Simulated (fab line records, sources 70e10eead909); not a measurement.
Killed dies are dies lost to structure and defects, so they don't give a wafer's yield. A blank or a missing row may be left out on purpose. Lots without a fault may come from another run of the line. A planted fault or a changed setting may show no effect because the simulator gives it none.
fab line records | flow nand_harc
record lots=15 wafers=44 last_day=25
route steps=1159 shown A_CONTACT@884 THIN_TSV@1107 END@1159
lots that met no fault: from a run of the same line without faults
start_h: hours from the record's first day to the start of the lot's first wafer shown | wait_h: hours since the lot's step before | " the same as in the row above | L1.1+2: a row that stands for several wafers | - no value, or no start given | * or withheld: withheld | < > ~ a bound
route shown NAME@n: a module of which the file shows steps, and the number in the route of the first | usual: mean/standard deviation of fault-free wafers | same: alike in all rows | chamber/n: place in a boat | sites: the reading at each site | _std_site: their standard deviation | _edge_site: outer sites' mean less inner sites' | radius_mm: how far each site lies from the wafer's centre | mask NAME#n: copy n | behind: the tool/chamber that last shaped the wafer | hold: why the lot was held/for how many hours/how that ended | device: the transistor (n, p or np) that didn't switch | end of line: the same wafers' tests at the end of the route | a step without rows: its recipe alone | killed: dies lost to structure and defects at the first sort, not the wafer's yield | map: a wafer's dies, x killed, . not, _ none there
set.NAME: the setting as run; set.NAME@STEP: as run at that earlier step | model.NAME: the simulator's own value behind a step, which no gauge read
steps of the route over a sample of lots; a table a step, a row a wafer
services: from which hour (start_h, from the record's first day; less than 0 if before it) a tool's chamber was out of use, for how many hours, and why
## steps
# step NHARC_A_CONTACT_DEP_57
# recipe target_thk_a=28000 temp_c=400 material=aC
# usual throttle_valve_pct=35.000/0.01
# columns lot.wafer tool chamber start_h wait_h throttle_valve_pct
L441.1 acl_dep-01 0 376.79 - 35.001
L441.4 " 0 " " 34.995
L441.6 " 0 " " 34.973
L440.1 acl_dep-02 0 378.16 - 35.005
L440.2 " 0 " " 34.993
L440.5 " 0 " " 35.007
L442.3 acl_dep-02 0 387.21 - 35.014
L442.4 " 0 " " 34.989
L442.5 " 0 " " 34.997
L443.4 acl_dep-03 0 389.02 - 34.997
L443.5 " 0 " " 35.001
L443.6 " 0 " " 34.988
L444.1 acl_dep-02 0 396.35 - 35.013
L444.3 " 0 " " 35.015
L444.4 " 0 " " 34.979
L445.1 acl_dep-01 0 401.10 - 34.997
L445.4 " 0 " " 34.990
L445.5 " 0 " " 34.992
L446.1 acl_dep-01 0 413.92 - 34.988
L446.3 " 0 " " 35.007
L446.4 " 0 " " 35.014
L447.1 acl_dep-02 0 417.82 - 35.033
L447.3 " 0 " " 35.009
L447.6 " 0 " " 35.000
L448.1 acl_dep-03 0 430.29 - 35.017
L448.2 " 0 " " 34.996
L448.4 " 0 " " 34.984
L449.1 acl_dep-03 0 432.03 - 34.993
L449.2 " 0 " " 35.003
L449.4 " 0 " " 35.006
L451.1 acl_dep-03 0 435.60 - 35.012
L451.4 " 0 " " 35.010
L451.5 " 0 " " 34.994
L452.1 acl_dep-03 0 442.45 - 35.006
L452.3 " 0 " " 35.004
L452.5 " 0 " " 34.990
L454.1 acl_dep-03 0 445.42 - 35.007
L454.5 " 0 446.56 - 35.013
L455.1 acl_dep-03 0 482.53 - 34.996
L455.2 " 0 " " 35.005
L455.6 " 0 483.93 - 35.017
L463.3 acl_dep-02 0 517.11 - 34.991
L463.4 " 0 " " 35.001
L463.6 " 0 " " 35.020
# step NHARC_THIN_TSV_DEP_43
# recipe target_thk_a=13285 temp_c=withheld pressure_torr=6.5 rf_w=900 teos_flow_sccm=161.4 flow_sccm=2650 target_thk_nm=1328.5 gas=O2 material=SiO2
# usual throttle_valve_pct=16.0/0.68
# columns lot.wafer tool chamber start_h wait_h throttle_valve_pct
L441.1 pecvd-01 2 432.76 - 15.6
L441.6 " 1 " " 14.9
L441.4 " 2 " " 15.9
L440.1 pecvd-03 2 433.87 - 15.9
L440.2 " 0 " " 16.8
L440.5 " 2 " " 15.7
L442.3 pecvd-02 1 435.11 - 16.6
L442.4 " 1 " " 16.7
L442.5 " 2 " " 16.5
L443.4 pecvd-01 0 436.42 - 15.9
L443.6 " 1 " " 15.2
L443.5 " 2 " " 16.1
L444.1 pecvd-02 1 452.69 - 16.3
L444.3 " 0 " " 15.4
L444.4 " 1 " " 16.6
L445.1 pecvd-01 1 453.95 - 14.9
L445.5 " 0 " " 15.8
L445.4 " 1 " " 15.1
L447.1 pecvd-02 2 461.37 - 16.2
L447.3 " 1 " " 16.4
L447.6 " 1 " " 16.4
L446.1 pecvd-01 1 462.57 - 14.9
L446.3 " 2 " " 15.9
L446.4 " 1 " " 14.8
L448.1 pecvd-01 0 478.72 - 15.7
L448.2 " 2 " " 16.2
L448.4 " 2 " " 16.0
L449.2 pecvd-02 1 479.92 - 16.4
L449.1 " 0 " " 15.8
L449.4 " 0 " " 15.2
L451.1 pecvd-02 1 490.26 - 16.6
L451.4 " 2 " " 16.3
L451.5 " 2 " " 16.3
L452.1 pecvd-02 2 491.46 - 16.4
L452.3 " 2 " " 16.3
L452.5 " 2 " " 16.4
L454.1 pecvd-01 0 492.60 - 15.9
L454.5 " 2 " " 16.1
L455.2 pecvd-02 1 535.29 - 16.3
L455.1 " 2 " " 16.2
L455.6 " 2 " " 16.0
L463.3 pecvd-03 2 567.13 - 15.0
L463.6 " 2 " " 14.8
L463.4 " 0 " " 17.4
# step NHARC_THIN_TSV_DEP_47
# recipe target_thk_a=2000 temp_c=withheld pressure_torr=6.5 rf_w=900 teos_flow_sccm=161.4 flow_sccm=2650 target_thk_nm=200 gas=O2 material=SiO2
# usual throttle_valve_pct=16.0/0.67
# columns lot.wafer tool chamber start_h wait_h throttle_valve_pct
L441.1 pecvd-01 0 435.47 - 15.7
L441.4 " 2 " " 15.6
L441.6 " 0 " " 15.6
L440.1 pecvd-03 0 436.58 - 16.9
L440.2 " 1 " " 16.8
L440.5 " 0 " " 16.8
L442.3 pecvd-02 1 437.73 - 16.5
L442.5 " 2 " " 16.5
L442.4 " 0 " " 15.2
L443.5 pecvd-03 1 439.01 - 16.6
L443.4 " 2 " " 15.9
L443.6 " 0 " " 16.9
L444.3 pecvd-01 1 455.41 - 15.1
L444.1 " 0 " " 15.7
L444.4 " 0 " " 15.8
L445.1 pecvd-02 0 457.11 - 15.4
L445.5 " 2 " " 16.4
L445.4 " 0 " " 15.5
L447.3 pecvd-02 1 464.03 - 16.7
L447.1 " 2 " " 16.5
L447.6 " 0 " " 15.5
L446.3 pecvd-03 1 465.12 - 16.6
L446.1 " 2 " " 15.8
L446.4 " 2 " " 15.9
L448.2 pecvd-01 2 481.71 - 15.9
L448.1 " 0 " " 15.7
L448.4 " 0 " " 15.6
L449.2 pecvd-02 0 482.86 - 15.5
L449.1 " 1 " " 16.4
L449.4 " 1 " " 16.5
L451.1 pecvd-03 0 493.11 - 17.2
L451.5 " 1 " " 16.5
L451.4 " 2 " " 14.7
L452.1 pecvd-03 0 494.19 - 17.0
L452.3 " 2 " " 14.9
L452.5 " 0 " " 17.2
L454.1 pecvd-02 2 495.30 - 16.6
L454.5 " 1 " " 16.5
L455.2 pecvd-01 0 537.92 - 15.7
L455.1 " 1 " " 15.1
L455.6 " 2 " " 16.4
L463.3 pecvd-02 1 569.85 - 16.5
L463.4 " 2 " " 16.2
L463.6 " 0 " " 15.3
# step NHARC_END_SORT_01
# recipe temp_c=25
# usual killed_at_array=28/11 killed_at_other=0.8/1.1 killed_at_periphery=3.3/2.8 killed_dies=32/11 killed_open=3.3/1.9 killed_short=1.9/1.4
# same gross_dies=677
# columns lot.wafer tool chamber start_h wait_h killed_at_array killed_at_other killed_at_periphery killed_dies killed_open killed_short
L448.1 prober-01 0 494.68 2.5 12 0 2 14 3 0
L448.2 prober-01 0 495.47 2.8 21 0 3 24 6 3
L448.4 prober-01 0 497.06 3.4 15 0 4 19 2 0
L454.1 prober-02 0 506.00 2.5 34 3 6 43 1 3
L454.5 prober-02 0 509.25 3.8 207 4 1 212 0 3
L452.1 prober-02 0 513.88 2.5 35 1 6 42 8 3
L452.3 prober-02 0 515.46 3.1 31 3 7 41 6 2
L452.5 prober-02 0 517.04 3.7 251 0 5 256 3 1
L455.1 prober-02 0 553.15 2.5 46 1 4 51 4 3
L455.2 prober-02 0 553.95 2.8 136 1 0 137 1 1
L455.6 prober-02 0 557.16 4.0 48 1 0 49 1 2
# killed by level:class
L448.1 A_CHANNEL_HOLE_D1:chamber_film_flake=3 A_STAIRCASE:chamber_film_flake=2 A_BLC:chamber_film_flake=2 A_ONON_D1:geometric_particle:open=1 A_CONTACT:geometric_particle:open=1 A_BLC:geometric_particle:open=1 P_STI:chamber_film_flake=1 P_GATE:chamber_film_flake=1
L448.2 A_SGD_CUT:chamber_film_flake=6 A_ZERO_WELL:chamber_film_flake=3 A_CHANNEL_HOLE_D1:chamber_film_flake=3 A_WL_FILL:geometric_particle:open=2 A_STAIRCASE:chamber_film_flake=2 P_GATE:geometric_particle:open=1 P_M0:geometric_particle:open=1 P_M1:geometric_particle:open=1
L448.4 A_STAIRCASE:chamber_film_flake=5 A_BLC:chamber_film_flake=5 A_CHANNEL_HOLE_D1:chamber_film_flake=3 P_STI:chamber_film_flake=2 P_M1:chamber_film_flake=2 A_SGD_CUT:geometric_particle:open=1 A_CONTACT:geometric_particle:open=1
L454.1 A_CHANNEL_HOLE_D1:chamber_film_flake=20 A_CONTACT:chamber_film_flake=5 THIN_TSV:chamber_film_flake=3 P_M1:chamber_film_flake=2 A_SLIT:chamber_film_flake=2 P_M0:geometric_particle:open=1 A_CONTACT:geometric_particle:short=1 A_BLC:geometric_particle:short=1
L454.5 A_CONTACT:area_dep=167 A_CHANNEL_HOLE_D1:chamber_film_flake=21 A_STAIRCASE:chamber_film_flake=8 A_CONTACT:chamber_film_flake=7 THIN_TSV:chamber_film_flake=4 A_WL_FILL:geometric_particle:short=1 A_M0:geometric_particle:short=1 A_M1:geometric_particle:short=1
L452.1 A_SLIT:chamber_film_flake=11 A_CHANNEL_HOLE_D1:chamber_film_flake=5 A_STAIRCASE:chamber_film_flake=4 A_BLC:chamber_film_flake=4 A_CONTACT:chamber_film_flake=3 A_SOURCE_PLATE:geometric_particle:open=2 A_BLC:geometric_particle:open=2 P_STI:chamber_film_flake=2
L452.3 A_SLIT:chamber_film_flake=17 A_STAIRCASE:chamber_film_flake=4 A_BLC:chamber_film_flake=3 P_CONTACT:geometric_particle:open=2 P_STI:chamber_film_flake=2 THIN_TSV:chamber_film_flake=2 P_M0:geometric_particle:open=1 A_SOURCE_PLATE:geometric_particle:short=1
L452.5 A_CONTACT:area_dep=227 A_SLIT:chamber_film_flake=10 A_CHANNEL_HOLE_D1:chamber_film_flake=5 A_STAIRCASE:chamber_film_flake=5 P_STI:chamber_film_flake=3 P_CONTACT:geometric_particle:short=1 P_CONTACT:geometric_particle:open=1 A_CHANNEL_FILL_D1:geometric_particle:open=1
L455.1 A_CHANNEL_HOLE_D1:chamber_film_flake=21 A_CONTACT:chamber_film_flake=10 A_SLIT:chamber_film_flake=10 P_STI:geometric_particle:short=1 P_GATE:geometric_particle:open=1 P_M0:geometric_particle:short=1 A_SOURCE_PLATE:geometric_particle:open=1 A_CHANNEL_FILL_D1:geometric_particle:short=1
L455.2 A_CONTACT:area_dep=87 A_CHANNEL_HOLE_D1:chamber_film_flake=26 A_SLIT:chamber_film_flake=10 A_CONTACT:chamber_film_flake=7 A_STAIRCASE:chamber_film_flake=3 A_WL_FILL:geometric_particle:short=1 A_BLC:geometric_particle:open=1 A_ZERO_WELL:chamber_film_flake=1
L455.6 A_CHANNEL_HOLE_D1:chamber_film_flake=23 A_SLIT:chamber_film_flake=14 A_CONTACT:chamber_film_flake=7 A_STAIRCASE:chamber_film_flake=2 A_ONON_D1:geometric_particle:open=1 A_WL_FILL:geometric_particle:short=1 STARTING-WAFER:geometric_particle:short=1
## services
# columns tool chamber start_h hours kind
acl_dep-03 - 406.53 13.0 pm
pecvd-01 - 418.50 13.0 pm
pecvd-01 0 418.50 13.0 vent_cycle
pecvd-01 1 418.50 13.0 vent_cycle
pecvd-01 2 418.50 13.0 vent_cycle
pecvd-01 0 431.50 - clean
pecvd-01 1 431.50 - clean
pecvd-01 2 431.50 - clean
acl_dep-02 - 451.12 5.0 repair
pecvd-02 2 466.79 20.7 repair
pecvd-03 - 473.48 13.0 pm
pecvd-03 0 473.48 13.0 vent_cycle
acl_dep-01 - 474.96 13.0 pm
pecvd-02 0 487.25 6.2 repair
pecvd-03 - 511.88 1.7 repair
pecvd-02 - 515.61 13.0 pm
pecvd-02 0 515.61 13.0 vent_cycle
pecvd-02 1 515.61 13.0 vent_cycle
pecvd-02 2 515.61 13.0 vent_cycle
pecvd-02 0 528.61 - clean
pecvd-02 1 528.61 - clean
pecvd-02 2 528.61 - clean
acl_dep-02 - 531.04 13.0 pm
acl_dep-01 - 566.59 1.3 repair
## key
first_sign step=NHARC_END_SORT_01 reading=killed_at_array direction=up sigmas=15 usual=28 struck=198
effect step=NHARC_END_SORT_01 reading=killed_dies direction=up sigmas=15 usual=32 struck=202
more_kills_born_at NHARC_A_CONTACT_DEP_57@acl_dep-03=481
met_at NHARC_A_CONTACT_DEP_57
struck_lots L452,L454,L455
struck_wafers L452.5,L454.5,L455.2
tester_left_out L452,L454,L455
not_acting_at NHARC_THIN_TSV_DEP_43,NHARC_THIN_TSV_DEP_47
fault kind=process_parameter_drift tool=acl_dep-03 chamber=- onset_h=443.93 steps=NHARC_A_CONTACT_DEP_57 channel=target_thk_a offset=* shape=step end_h=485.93 scope=struck_wafers_only acts_in=* stated=*
# tester_left_out: of these lots the tester's yield and bins aren't shown, on N5 and GAA mostly nor the transistor test; their killed dies are dies lost to structure and defects alone, not to doping, threshold or leakage, so they don't give the yield
